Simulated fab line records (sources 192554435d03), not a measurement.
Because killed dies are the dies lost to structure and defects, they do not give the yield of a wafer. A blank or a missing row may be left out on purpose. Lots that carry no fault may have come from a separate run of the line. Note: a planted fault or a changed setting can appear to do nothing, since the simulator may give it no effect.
fab line records | flow n5-finfet
record lots=11 | wafers=30 | last-day=20
route steps=1938 shown BEOL_M7@1302 PASSIVATION@1936
lots untouched by any fault: they come from a run of this same line in which no faults occurred
start-h: the number of hours between the record's first day and the start of the first shown wafer of the lot | wait-h: hours elapsed since this lot's preceding step | " repeats the value in the row above | L1.1+2: one row covering several wafers at once | - no value present, or no start provided | * or withheld: withheld | < > ~ a bound
route shown NAME@n: NAME is a module with steps in the file, n the number in the route of the first one | usual: the fault-free wafers' mean and standard deviation | same: alike in all rows | chamber/n: place in a boat | sites: the reading at each site | _std_site: standard deviation of those values | _edge_site: outer sites' mean less inner sites' | radius-mm: how far each site lies from the wafer's centre | mask NAME#n: copy n | behind: the last tool/chamber to shape the wafer | hold: what put the lot on hold/how long, in hours/how the hold closed | device: which transistor (n, p or np) failed to switch | end of line: the route-end tests of the same wafers | step lacking rows: just its recipe | killed: count of dies lost to structure and defects at first sort (not the wafer's yield) | map: the dies of a wafer, with x for killed, . for not killed, _ for no die there
set.NAME: the setting as run; set.NAME@STEP: as run at that earlier step | model.NAME: the simulator's own value behind a step, which no gauge read
steps of the route over a sample of lots; a table a step, a row a wafer
services: the hour from which a tool's chamber was out of use, counted from the record's first day as start-h (under 0 if before that day), plus the number of hours and why
## steps
# step N5_BEOL_M7_ETCH_66
# recipe chemistry=N2/H2 | target=SOC | target-depth-a=800 | overetch-a=160 | mask-material=SiARC | temp-c=40 | time-s=120 | ion-energy-ev=200 | pressure-mtorr=30 | source-w=840 | bias-w=150 | n2-flow-sccm=200 | h2-flow-sccm=200
# usual bias-w=150.0/0.43 | drypump-motor-current-A=5.7/0.47 | oes-product-au=0.59/0.044 | rf-vpp-V=523.3/2.3 | showerhead-plenum-p-Torr=2.52/0.084 | temp-c=40.00/0.11 | throttle-valve-pct=17.76/0.22
lot.wafer | tool        | chamber | start-h | wait-h | bias-w | drypump-motor-current-A | oes-product-au | rf-hours-counter-h | rf-vpp-V | showerhead-plenum-p-Torr | temp-c | throttle-valve-pct
L347.1    | rie-diel-05 | 0       | 221.75  | 0.0    | 150.3  | 5.6                     | 0.54           | 217                | 522.7    | 2.51                     | 40.22  | 17.95
L347.2    | "           | 3       | "       | "      | 149.5  | 6.1                     | 0.59           | 161                | 524.0    | 2.55                     | 40.08  | 17.92
L347.5    | "           | 0       | "       | "      | 149.7  | 5.6                     | 0.55           | -                  | 523.5    | 2.51                     | 40.09  | 17.94
L354.1    | rie-diel-03 | 2       | 263.70  | 0.0    | 150.0  | 6.2                     | 0.55           | 191                | 520.9    | 2.42                     | 40.10  | 17.52
L354.6    | "           | 2       | "       | "      | 149.9  | 6.2                     | 0.56           | -                  | 519.9    | 2.42                     | 39.95  | 17.52
L355.1    | rie-diel-03 | 2       | 269.54  | 0.0    | 150.3  | 6.1                     | 0.57           | 193                | 521.1    | 2.42                     | 39.99  | 17.52
L355.6    | "           | 0       | "       | "      | 149.3  | 5.5                     | 0.56           | -                  | 523.9    | 2.53                     | 39.87  | 17.70
L356.1    | rie-diel-06 | 2       | 269.84  | 0.0    | 149.7  | 6.0                     | 0.58           | 134                | 525.1    | 2.56                     | 39.99  | 18.14
L356.6    | "           | 2       | "       | "      | 149.9  | 6.1                     | 0.57           | -                  | 523.5    | 2.56                     | 40.07  | 18.15
L357.3    | rie-diel-06 | 1       | 292.12  | 0.0    | 149.5  | 5.6                     | 0.58           | 151                | 518.9    | 2.35                     | 39.96  | 18.10
L357.4    | "           | 0       | "       | "      | 149.5  | 5.9                     | 0.56           | -                  | 527.1    | 2.64                     | 40.16  | 17.70
L357.5    | "           | 2       | "       | "      | 149.9  | 6.0                     | 0.58           | -                  | 524.1    | 2.55                     | 40.14  | 18.16
L360.1    | rie-diel-03 | 1       | 300.18  | 0.0    | 149.9  | 5.4                     | 0.62           | 77                 | 521.5    | 2.45                     | 39.87  | 17.41
L360.3    | "           | 3       | "       | "      | 150.9  | 5.1                     | 0.60           | 127                | 526.3    | 2.66                     | 39.93  | 17.88
L360.4    | "           | 0       | "       | "      | 149.4  | 5.5                     | 0.56           | 203                | 523.1    | 2.53                     | 39.92  | 17.72
L361.2    | rie-diel-03 | 1       | 301.59  | 0.0    | 149.5  | 5.4                     | 0.63           | 77                 | 523.6    | 2.45                     | 39.99  | 17.41
L361.3    | "           | 2       | "       | "      | 150.2  | 6.1                     | 0.55           | 203                | 519.1    | 2.42                     | 40.08  | 17.55
L361.4    | "           | 0       | "       | "      | 150.4  | 5.5                     | 0.56           | 203                | 523.4    | 2.53                     | 39.88  | 17.72
L363.2    | rie-diel-05 | 1       | 312.14  | 0.0    | 150.4  | 6.5                     | 0.65           | 43                 | 521.6    | 2.48                     | 40.06  | 17.63
L363.5    | "           | 1       | "       | "      | 149.5  | 6.5                     | 0.65           | -                  | 522.8    | 2.48                     | 40.01  | 17.64
L363.6    | "           | 0       | "       | "      | 149.9  | 5.6                     | 0.54           | -                  | 523.1    | 2.50                     | 39.91  | 18.00
L362.3    | rie-diel-03 | 3       | 312.31  | 0.0    | 150.0  | 5.1                     | 0.60           | 131                | 528.5    | 2.66                     | 40.01  | 17.88
L362.5    | "           | 2       | "       | "      | 150.0  | 6.1                     | 0.55           | -                  | 520.9    | 2.42                     | 40.15  | 17.54
L362.6    | "           | 1       | "       | "      | 149.7  | 5.4                     | 0.63           | -                  | 521.7    | 2.45                     | 40.09  | 17.42
L365.1    | rie-diel-05 | 2       | 330.61  | 0.0    | 150.2  | 4.9                     | 0.62           | 94                 | 524.2    | 2.57                     | 39.83  | 17.60
L365.5    | "           | 2       | "       | "      | 150.4  | 4.8                     | 0.62           | -                  | 524.7    | 2.57                     | 39.83  | 17.61
L365.6    | "           | 1       | "       | "      | 150.3  | 6.5                     | 0.64           | -                  | 522.5    | 2.47                     | 39.93  | 17.64
L368.1    | rie-diel-05 | 1       | 385.92  | 0.0    | 150.1  | 6.5                     | 0.62           | 65                 | 522.4    | 2.47                     | 40.12  | 17.68
L368.2    | "           | 3       | "       | "      | 150.7  | 6.1                     | 0.55           | 212                | 522.0    | 2.53                     | 40.02  | 17.98
L368.3    | "           | 2       | "       | "      | 150.3  | 4.8                     | 0.61           | 110                | 523.7    | 2.56                     | 40.04  | 17.62
# step N5_BEOL_M7_ETCH_41
# recipe chemistry=CH3F/O2 | target=SiCN | target-depth-a=319 | taper-deg=2 | time-s=57.8 | ion-energy-ev=120 | mask-material=TiN | pressure-mtorr=30 | source-w=395 | bias-w=75 | Ar_flow_sccm=150 | CH3F_flow_sccm=30 | O2_flow_sccm=20
# usual bias-w=74.99/0.23 | drypump-motor-current-A=5.7/0.47 | oes-product-au=0.77/0.061 | rf-vpp-V=297.0/1.7 | showerhead-plenum-p-Torr=1.99/0.068 | throttle-valve-pct=16.28/0.15
lot.wafer | tool        | chamber | start-h | wait-h | bias-w | drypump-motor-current-A | oes-product-au | rf-hours-counter-h | rf-vpp-V | showerhead-plenum-p-Torr | throttle-valve-pct
L347.1    | rie-diel-05 | 0       | -       | -      | 74.83  | 5.6                     | 0.69           | 217                | 297.1    | 1.97                     | 16.48
L347.2    | "           | 3       | "       | "      | 74.98  | 6.1                     | 0.75           | 161                | 296.2    | 2.00                     | 16.28
L347.5    | "           | 0       | "       | "      | 74.78  | 5.6                     | 0.69           | -                  | 297.4    | 1.97                     | 16.46
L354.1    | rie-diel-03 | 2       | -       | -      | 75.10  | 6.1                     | 0.73           | 192                | 294.3    | 1.91                     | 16.08
L354.6    | "           | 2       | "       | "      | 74.86  | 6.1                     | 0.73           | -                  | 295.8    | 1.91                     | 16.12
L355.1    | rie-diel-03 | 2       | -       | -      | 75.30  | 6.1                     | 0.73           | 193                | 296.1    | 1.91                     | 16.09
L355.6    | "           | 0       | "       | "      | 75.13  | 5.4                     | 0.73           | -                  | 296.2    | 1.98                     | 16.20
L356.1    | rie-diel-06 | 2       | -       | -      | 75.11  | 6.0                     | 0.75           | 134                | 298.6    | 2.01                     | 16.56
L356.6    | "           | 2       | "       | "      | 75.33  | 6.0                     | 0.76           | -                  | 298.7    | 2.01                     | 16.57
L357.3    | rie-diel-06 | 1       | -       | -      | 75.56  | 5.5                     | 0.77           | 151                | 294.8    | 1.83                     | 16.40
L357.4    | "           | 0       | "       | "      | 74.54  | 5.9                     | 0.73           | -                  | 297.3    | 2.06                     | 16.16
L357.5    | "           | 2       | "       | "      | 75.39  | 6.0                     | 0.74           | -                  | 298.3    | 2.01                     | 16.57
L360.1    | rie-diel-03 | 1       | -       | -      | 75.45  | 5.4                     | 0.83           | 77                 | 295.6    | 1.95                     | 16.15
L360.3    | "           | 3       | "       | "      | 75.06  | 5.1                     | 0.76           | 127                | 299.7    | 2.10                     | 16.37
L360.4    | "           | 0       | "       | "      | 75.59  | 5.5                     | 0.73           | 203                | 297.5    | 1.97                     | 16.20
L361.2    | rie-diel-03 | 1       | -       | -      | 74.95  | 5.4                     | 0.83           | 78                 | 295.1    | 1.95                     | 16.16
L361.3    | "           | 2       | "       | "      | 75.23  | 6.1                     | 0.72           | 203                | 296.3    | 1.91                     | 16.13
L361.4    | "           | 0       | "       | "      | 74.80  | 5.4                     | 0.72           | 203                | 296.8    | 1.97                     | 16.20
L363.2    | rie-diel-05 | 1       | -       | -      | 74.72  | 6.5                     | 0.84           | 44                 | 296.0    | 1.95                     | 16.14
L363.5    | "           | 1       | "       | "      | 74.88  | 6.5                     | 0.85           | -                  | 296.3    | 1.95                     | 16.14
L363.6    | "           | 0       | "       | "      | 75.27  | 5.6                     | 0.69           | -                  | 296.2    | 1.96                     | 16.51
L362.3    | rie-diel-03 | 3       | -       | -      | 74.84  | 5.1                     | 0.77           | 131                | 299.6    | 2.09                     | 16.38
L362.5    | "           | 2       | "       | "      | 75.06  | 6.1                     | 0.72           | -                  | 292.6    | 1.91                     | 16.13
L362.6    | "           | 1       | "       | "      | 75.00  | 5.4                     | 0.83           | -                  | 296.3    | 1.95                     | 16.15
L365.1    | rie-diel-05 | 2       | -       | -      | 75.27  | 4.9                     | 0.82           | 94                 | 297.5    | 2.03                     | 16.29
L365.5    | "           | 2       | "       | "      | 75.33  | 4.8                     | 0.82           | -                  | 298.2    | 2.03                     | 16.29
L365.6    | "           | 1       | "       | "      | 74.62  | 6.5                     | 0.84           | -                  | 294.6    | 1.95                     | 16.14
L368.1    | rie-diel-05 | 1       | -       | -      | 75.10  | 6.5                     | 0.82           | 65                 | 296.1    | 1.95                     | 16.18
L368.2    | "           | 3       | "       | "      | 75.24  | 6.1                     | 0.71           | 212                | 296.1    | 1.98                     | 16.38
L368.3    | "           | 2       | "       | "      | 74.99  | 4.9                     | 0.79           | 110                | 299.2    | 2.03                     | 16.31
# step N5_BEOL_M7_DEGAS_44
# recipe ambient=vacuum | temp-c=250 | time-s=60
# usual heater-power-w=342/33
lot.wafer | tool           | chamber | start-h | wait-h | heater-power-w
L347.1    | pvd-sputter-03 | -       | 222.64  | 0.3    | 323
L347.2    | "              | -       | "       | "      | 297
L347.5    | "              | -       | "       | "      | 313
L354.1    | pvd-sputter-01 | -       | 266.23  | 1.9    | 373
L354.6    | "              | -       | "       | "      | 346
L355.1    | pvd-sputter-02 | -       | 270.45  | 0.3    | 264
L355.6    | "              | -       | "       | "      | 326
L356.1    | pvd-sputter-01 | -       | 271.73  | 1.3    | 377
L356.6    | "              | -       | "       | "      | 376
L357.3    | pvd-sputter-03 | -       | 293.23  | 0.4    | 313
L357.4    | "              | -       | "       | "      | 315
L357.5    | "              | -       | "       | "      | 321
L360.1    | pvd-sputter-03 | -       | 302.42  | 1.6    | 318
L360.3    | "              | -       | "       | "      | 311
L360.4    | "              | -       | "       | "      | 376
L361.2    | pvd-sputter-03 | -       | 302.92  | 0.7    | 316
L361.3    | "              | -       | "       | "      | 388
L361.4    | "              | -       | "       | "      | 320
L363.2    | pvd-sputter-01 | -       | 313.15  | 0.4    | 337
L363.5    | "              | -       | "       | "      | 348
L363.6    | "              | -       | "       | "      | 350
L362.3    | pvd-sputter-03 | -       | 313.62  | 0.5    | 312
L362.5    | "              | -       | "       | "      | 318
L362.6    | "              | -       | "       | "      | 311
L365.1    | pvd-sputter-01 | -       | 331.48  | 0.3    | 380
L365.5    | "              | -       | "       | "      | 344
L365.6    | "              | -       | "       | "      | 345
L368.1    | pvd-sputter-03 | -       | 386.81  | 0.3    | 319
L368.2    | "              | -       | "       | "      | 380
L368.3    | "              | -       | "       | "      | 318
# step N5_BEOL_M7_CMP_52
# recipe stop-on=SiCOH_lowk | t-overpolish-s=6.9 | down-force-psi=1 | platen-rpm=50 | clearing-platen-down-force-psi=1.5 | clearing-platen-rpm=50 | post-cmp-clean=cu-alkaline | target-thk-nm=80 | clearing-platen-pad-velocity-m-s=0.99484 | pad-velocity-m-s=0.99484
# usual barrier-field-endpoint-s=28.8/0.7 | motor-current-A=6.1/0.44 | overpolish-run-s=6.900/0.0094 | pad-life-wafers=1050/520 | time-to-endpoint-s=62.0/2.6
lot.wafer | tool   | chamber | start-h | wait-h | barrier-field-endpoint-s | motor-current-A | overpolish-run-s | pad-life-wafers | time-to-endpoint-s
L347.1    | cmp-04 | 2       | 223.80  | 0.3    | 29.3                     | 6.4             | 6.906            | 654             | 67.5
L347.2    | "      | 1       | "       | "      | 28.6                     | 5.9             | 6.892            | 657             | 59.4
L347.5    | "      | 3       | "       | "      | 28.5                     | 5.7             | 6.916            | -               | 62.8
L354.1    | cmp-02 | 3       | 267.39  | 0.3    | 15.6                     | 5.9             | 6.892            | 475             | 35.0
L354.6    | "      | 3       | "       | "      | 28.0                     | 5.6             | 6.884            | -               | 60.3
L355.1    | cmp-02 | 0       | 271.88  | 0.3    | 15.3                     | 5.9             | 6.901            | 516             | 32.2
L355.6    | "      | 0       | "       | "      | 28.0                     | 5.7             | 6.910            | -               | 58.3
L356.1    | cmp-02 | 3       | 272.94  | 0.3    | 16.1                     | 5.8             | 6.900            | 529             | 33.9
L356.6    | "      | 2       | "       | "      | 29.4                     | 6.3             | 6.917            | -               | 61.7
L357.4    | cmp-03 | 0       | 295.72  | 0.2    | 29.2                     | 6.4             | 6.885            | 1333            | 64.9
L357.3    | "      | 1       | "       | "      | 28.9                     | 5.9             | 6.895            | 1334            | 64.1
L357.5    | "      | 0       | "       | "      | 29.1                     | 6.0             | 6.899            | -               | 62.8
L360.4    | cmp-04 | 2       | 303.59  | 0.1    | 29.9                     | 6.2             | 6.909            | 1524            | 65.2
L360.1    | "      | 3       | "       | "      | 28.6                     | 5.5             | 6.894            | 1525            | 63.2
L360.3    | "      | 1       | "       | "      | 28.1                     | 6.0             | 6.912            | 1527            | 59.4
L361.2    | cmp-04 | 3       | 304.07  | 0.2    | 28.2                     | 5.7             | 6.905            | 1530            | 60.0
L361.4    | "      | 0       | "       | "      | 28.7                     | 7.5             | 6.910            | 1531            | 61.2
L361.3    | "      | 2       | "       | "      | 29.2                     | 6.1             | 6.916            | 1533            | 65.5
L363.2    | cmp-04 | 0       | 314.29  | 0.2    | 28.2                     | 7.3             | 6.892            | 1620            | 62.1
L363.5    | "      | 0       | "       | "      | 29.0                     | 7.2             | 6.903            | -               | 63.3
L363.6    | "      | 1       | "       | "      | 28.9                     | 5.8             | 6.889            | -               | 59.7
L362.3    | cmp-03 | 3       | 315.08  | 0.2    | 28.5                     | 5.9             | 6.898            | 1500            | 62.7
L362.5    | "      | 3       | "       | "      | 28.4                     | 6.3             | 6.897            | -               | 61.6
L362.6    | "      | 0       | "       | "      | 29.4                     | 6.4             | 6.900            | -               | 65.5
L365.1    | cmp-03 | 1       | 333.97  | 0.3    | 28.7                     | 5.7             | 6.897            | 1693            | 62.1
L365.5    | "      | 0       | "       | "      | 28.2                     | 5.8             | 6.901            | -               | 62.4
L365.6    | "      | 1       | "       | "      | 30.5                     | 5.7             | 6.901            | -               | 63.2
L368.3    | cmp-02 | 2       | 389.60  | 0.4    | 27.9                     | 5.9             | 6.893            | 1308            | 57.0
L368.2    | "      | 0       | "       | "      | 28.2                     | 5.8             | 6.894            | 1310            | 62.2
L368.1    | "      | 1       | "       | "      | 28.6                     | 5.9             | 6.902            | 1311            | 61.9
# step N5_PASSIVATION_PROBE_49
# usual defect-limited-yield=91.1/1.4 | killed_at_M0_to_M3=32/9.3 | killed_at_M4_up=13/5.8 | killed-at-contacts=12/6.3 | killed-at-front-end=44/12 | killed-at-other=3.6/2.7 | killed-dies=104/17 | killed-open=69/13 | killed-short=34/6.9 | sort_bin_5_function=5.2/0.98 | sort_bin_6_memory=3.3/0.59 | sort-n-pass=1075/17 | sort-yield-pct=91.1/1.4
# same gross-dies=1180 | killed-at-back-side=0 | sort_bin_4_leakage[%]=0 | sort_bin_8_speed[%]=0
lot.wafer | tool      | chamber | start-h | wait-h | defect-limited-yield[%] | killed_at_M0_to_M3 | killed_at_M4_up | killed-at-contacts | killed-at-front-end | killed-at-other | killed-dies | killed-open | killed-short | sort_bin_5_function[%] | sort_bin_6_memory[%] | sort-n-pass | sort-yield-pct[%]
L357.3    | prober-02 | -       | 360.90  | 0.1    | 92.3                    | 34                 | 25              | 9                  | 23                  | 0               | 91          | 53          | 36           | 4.8                    | 2.6                  | 1089        | 92.3
L357.4    | prober-02 | -       | 360.95  | 0.2    | 92.0                    | 29                 | 17              | 8                  | 39                  | 1               | 94          | 58          | 35           | 5.0                    | 2.8                  | 1086        | 92.0
L357.5    | prober-02 | -       | 361.00  | 0.2    | 89.9                    | 35                 | 22              | 5                  | 56                  | 1               | 119         | 78          | 39           | 5.7                    | 4.2                  | 1061        | 89.9
L361.2    | prober-02 | -       | 376.23  | 0.1    | 88.6                    | 34                 | 9               | 18                 | 69                  | 4               | 134         | 91          | 43           | 7.0                    | 3.8                  | 1046        | 88.6
L361.3    | prober-02 | -       | 376.28  | 0.1    | 88.6                    | 40                 | 10              | 8                  | 73                  | 3               | 134         | 94          | 36           | 6.8                    | 3.8                  | 1046        | 88.6
L361.4    | prober-02 | -       | 376.33  | 0.2    | 90.6                    | 34                 | 8               | 10                 | 53                  | 6               | 111         | 77          | 32           | 4.9                    | 3.9                  | 1069        | 90.6
L363.2    | prober-01 | -       | 392.20  | 0.1    | 92.1                    | 33                 | 11              | 14                 | 30                  | 5               | 93          | 63          | 30           | 4.4                    | 3.2                  | 1087        | 92.1
L363.5    | prober-01 | -       | 392.35  | 0.2    | 91.7                    | 26                 | 15              | 19                 | 32                  | 6               | 98          | 69          | 29           | 5.3                    | 3.0                  | 1082        | 91.7
L363.6    | prober-01 | -       | 392.40  | 0.3    | 88.7                    | 43                 | 17              | 14                 | 57                  | 2               | 133         | 94          | 39           | 6.7                    | 4.3                  | 1047        | 88.7
L362.3    | prober-01 | -       | 398.27  | 0.1    | 91.9                    | 27                 | 9               | 11                 | 47                  | 2               | 96          | 69          | 27           | 4.9                    | 3.1                  | 1084        | 91.9
L362.5    | prober-01 | -       | 398.37  | 0.2    | 90.1                    | 39                 | 6               | 26                 | 44                  | 2               | 117         | 77          | 39           | 5.5                    | 4.2                  | 1063        | 90.1
L362.6    | prober-01 | -       | 398.42  | 0.3    | 91.9                    | 24                 | 13              | 14                 | 44                  | 1               | 96          | 63          | 32           | 4.7                    | 3.0                  | 1084        | 91.9
# killed by level:class
L357.3 BEOL_M4:geometric-particle:open=14 BEOL_M0_SAQP:geometric-particle:short=11 MOL_CONTACT_COAG:geometric-particle:open=7 BEOL_M0_SAQP:geometric-particle:open=7 BEOL_M2:geometric-particle:open=6 FIN_SAQP:geometric-particle:open=5 STI_FIN_REVEAL:geometric-particle:open=5 BEOL_M2:geometric-particle:short=5
L357.4 FIN_SAQP:geometric-particle:short=14 FIN_SAQP:geometric-particle:open=10 BEOL_M4:geometric-particle:open=10 BEOL_M0_SAQP:geometric-particle:open=8 STI_FIN_REVEAL:geometric-particle:open=7 MOL_CONTACT_COAG:geometric-particle:open=6 BEOL_M2:geometric-particle:open=6 BEOL_M0_SAQP:geometric-particle:short=4
L357.5 FIN_SAQP:geometric-particle:open=19 BEOL_M1:geometric-particle:short=10 FIN_SAQP:geometric-particle:short=9 STI_FIN_REVEAL:geometric-particle:open=9 BEOL_M0_SAQP:geometric-particle:open=9 BEOL_M4:geometric-particle:open=9 DUMMY_GATE:geometric-particle:open=5 BEOL_M2:geometric-particle:open=5
L361.2 STI_FIN_REVEAL:geometric-particle:open=18 MOL_CONTACT_COAG:geometric-particle:open=15 GATE_CUT:geometric-particle:short=11 BEOL_M0_SAQP:geometric-particle:short=11 FIN_SAQP:geometric-particle:open=9 DUMMY_GATE:geometric-particle:open=9 BEOL_M0_SAQP:geometric-particle:open=9 BEOL_M2:geometric-particle:open=9
L361.3 STI_FIN_REVEAL:geometric-particle:open=18 FIN_SAQP:geometric-particle:open=16 DUMMY_GATE:geometric-particle:open=11 FIN_SAQP:geometric-particle:short=9 BEOL_M2:geometric-particle:open=8 BEOL_M0:geometric-particle:open=8 MOL_CONTACT_COAG:geometric-particle:open=7 BEOL_M4:geometric-particle:open=7
L361.4 BEOL_M0_SAQP:geometric-particle:open=10 STI_FIN_REVEAL:geometric-particle:open=8 MOL_CONTACT_COAG:geometric-particle:open=8 FIN_SAQP:geometric-particle:open=7 STARTING-WAFER:geometric-particle:open=7 GATE_CUT:geometric-particle:short=6 BEOL_M3:geometric-particle:open=6 FIN_SAQP:geometric-particle:short=5
L363.2 BEOL_M3:geometric-particle:open=12 MOL_CONTACT_COAG:geometric-particle:open=11 FIN_SAQP:geometric-particle:open=7 FIN_SAQP:geometric-particle:short=6 BEOL_M0_SAQP:geometric-particle:short=6 DUMMY_GATE:geometric-particle:open=5 BEOL_M0_SAQP:geometric-particle:open=4 BEOL_M2:geometric-particle:open=4
L363.5 MOL_CONTACT_COAG:geometric-particle:open=13 BEOL_M3:geometric-particle:open=8 FIN_SAQP:geometric-particle:short=6 BEOL_M4:geometric-particle:open=6 MOL_CONTACT_COAG:geometric-particle:short=6 BEOL_M2:geometric-particle:open=6 STI_FIN_REVEAL:geometric-particle:open=5 FIN_SAQP:geometric-particle:open=4
L363.6 FIN_SAQP:geometric-particle:open=13 BEOL_M0_SAQP:geometric-particle:short=11 MOL_CONTACT_COAG:geometric-particle:open=10 BEOL_M4:geometric-particle:open=10 STI_FIN_REVEAL:geometric-particle:open=9 BEOL_M0_SAQP:geometric-particle:open=9 DUMMY_GATE:geometric-particle:open=7 BEOL_M3:geometric-particle:open=7
L362.3 FIN_SAQP:geometric-particle:open=16 BEOL_M1:geometric-particle:open=11 MOL_CONTACT_COAG:geometric-particle:open=11 FIN_SAQP:geometric-particle:short=8 BEOL_M3:geometric-particle:open=8 STI_FIN_REVEAL:geometric-particle:open=5 BEOL_M0_SAQP:geometric-particle:open=4 STARTING-WAFER:geometric-particle:short=4
L362.5 MOL_CONTACT_COAG:geometric-particle:open=21 BEOL_M1:geometric-particle:open=10 GATE_CUT:geometric-particle:short=8 FIN_SAQP:geometric-particle:open=7 BEOL_M3:geometric-particle:open=7 BEOL_M0_SAQP:geometric-particle:short=7 SPACER0:geometric-particle:open=6 MOL_CONTACT_COAG:geometric-particle:short=5
L362.6 FIN_SAQP:geometric-particle:open=13 MOL_CONTACT_COAG:geometric-particle:open=10 FIN_SAQP:geometric-particle:short=7 GATE_CUT:geometric-particle:short=6 BEOL_M0_SAQP:geometric-particle:open=5 BEOL_M4:geometric-particle:open=5 STI_FIN_REVEAL:geometric-particle:open=4 GATE_CUT:geometric-particle:open=4
## services
tool           | chamber | start-h | hours | kind
cmp-03         | -       | 210.84  | 0.7   | repair
cmp-03         | -       | 224.37  | 63.0  | repair
cmp-02         | -       | 224.86  | 4.0   | pm
rie-diel-03    | 2       | 225.59  | 2.0   | repair
rie-diel-05    | 0       | 241.22  | 3.8   | repair
cmp-02         | -       | 287.83  | 1.1   | repair
cmp-04         | -       | 290.14  | 1.1   | repair
rie-diel-06    | 3       | 291.19  | 8.3   | repair
cmp-02         | -       | 297.46  | 1.7   | repair
pvd-sputter-02 | -       | 301.83  | 7.9   | repair
cmp-02         | -       | 304.38  | 24.4  | pm
rie-diel-05    | 0       | 320.99  | 2.0   | repair
rie-diel-06    | 1       | 332.37  | 8.2   | repair
rie-diel-05    | 0       | 334.81  | -     | clean
rie-diel-05    | 0       | 334.81  | -     | consumable-replace:focus-ring
rie-diel-05    | 0       | 334.81  | 13.4  | scheduled-down
rie-diel-05    | 0       | 334.81  | 13.4  | vent-cycle
cmp-02         | -       | 342.36  | 1.7   | repair
cmp-04         | -       | 350.39  | 1.1   | repair
rie-diel-03    | 1       | 353.01  | 10.2  | repair
rie-diel-03    | 2       | 354.84  | 6.4   | repair
cmp-04         | -       | 371.38  | 4.0   | pm
cmp-03         | -       | 387.03  | 4.0   | pm
cmp-04         | -       | 388.05  | 2.7   | repair
## key
first-sign step=N5_BEOL_M7_CMP_52 | reading=barrier-field-endpoint-s | direction=down | sigmas=19 | usual=28.8 | struck=15.7
effect step=N5_BEOL_M7_CMP_52 | reading=time-to-endpoint-s | direction=down | sigmas=11 | usual=* | struck=*
met-at N5_BEOL_M7_CMP_52
struck-lots L354,L355,L356
struck-wafers L354.1,L355.1,L356.1
not-acting-at N5_BEOL_M7_ETCH_66,N5_BEOL_M7_ETCH_41,N5_BEOL_M7_DEGAS_44
fault kind=process-parameter-drift | tool=cmp-02 | chamber=- | onset-h=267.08 | steps=N5_BEOL_M7_CMP_52 | channel=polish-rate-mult | offset=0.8 | shape=step | end-h=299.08 | scope=struck-wafers-only
